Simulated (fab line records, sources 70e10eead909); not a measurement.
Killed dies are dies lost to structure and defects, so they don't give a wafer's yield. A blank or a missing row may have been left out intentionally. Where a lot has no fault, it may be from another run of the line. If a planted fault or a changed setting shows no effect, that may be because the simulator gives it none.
Which of the tools did it?	flow nand-harc	18 wafers from 6 lots sampled at 3 of the route's 1159 steps

== WHAT THE GAUGES READ, wafer by wafer ==
NHARC_P_GATE_CD_MEAS_26: the cd target is 120 nm.
lot	measured	on	cd-nm (nm)
L272	day 5 06:41	cd-sem-02	119.1 119.2 119.3
L274	day 5 17:11	cd-sem-01	119.7 119.5 120.0
L281	day 7 22:56	cd-sem-02	106.7 107.4 107.8
L284	day 7 22:16	cd-sem-01	107.3 107.8 106.9
L287	day 9 01:14	cd-sem-03	119.0 119.4 119.5
L290	day 9 14:25	cd-sem-03	119.7 119.5 119.9

== WHAT TOOL EACH LOT RAN ON (gives the tool, then ch and the chambers of the sampled wafers, and finally the start) ==
lot	NHARC_P_STI_ETCH_31	NHARC_P_GATE_PEB_24
L272	rie-diel-01 ch 0,2,3, day 5 06:37 or earlier	litho-track-06 ch 0, day 5 06:37
L274	rie-diel-06 ch 0,1,2, day 5 17:07 or earlier	litho-track-06 ch 0, day 5 17:07
L281	rie-diel-06 ch 1,3, day 7 22:51 or earlier	litho-track-06 ch 0, day 7 22:51
L284	rie-diel-10 ch 0,2, day 7 22:11 or earlier	litho-track-06 ch 0, day 7 22:11
L287	rie-diel-06 ch 0,1, day 9 01:09 or earlier	litho-track-01 ch 0, day 9 01:09
L290	rie-diel-06 ch 0,1,3, day 9 14:20 or earlier	litho-track-04 ch 0, day 9 14:20
- NHARC_P_STI_ETCH_31: etches the open film in CF4/CHF3, target depth 108.9 nm, time 54.5 s.
- NHARC_P_GATE_PEB_24: peb time 65 s.

== THE ANSWER, worked out from the rows above alone ==
Rule: the lots themselves supply what counts as usual. Put in order of their means at a reading, lots are off if they are a third of the lots or fewer, leave a main group of 4 or more, and stand apart from it by a gap of 3 or more times the standard deviation of the main group's means; of several such gaps the widest counts. The tables above print the reading to a certain number of digits; a main group whose means all agree to those digits is not used. Also off: a lot with no number at a reading for which 4 or more lots have one. All remaining lots with rows at the step are treated as sound.
Off: L281, L284, at NHARC_P_GATE_CD_MEAS_26 (cd-nm). Mean 119.5 nm and standard deviation 0.24 in the main group.
A tool fits if, at a process step before that reading, it ran every lot that is off, and no sound lot after the first of them. The gauges at NHARC_P_GATE_CD_MEAS_26 are tried like those tools. Because NHARC_P_STI_ETCH_31 lacks a start for some lots, the hours and order of its lots are taken from NHARC_P_GATE_PEB_24. One fits: litho-track-06 at NHARC_P_GATE_PEB_24. A fault onset in the window from L274 (day 5 17:07, its last sound lot) to L284 (day 7 22:11, its first lot off) fits.

== WHAT THE SIMULATOR HAD INSERTED ==
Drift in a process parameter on litho-track-06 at NHARC_P_GATE_PEB_24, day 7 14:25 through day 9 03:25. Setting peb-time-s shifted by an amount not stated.
Struck lots among those shown: L284, L281. Same finding as the rule above.
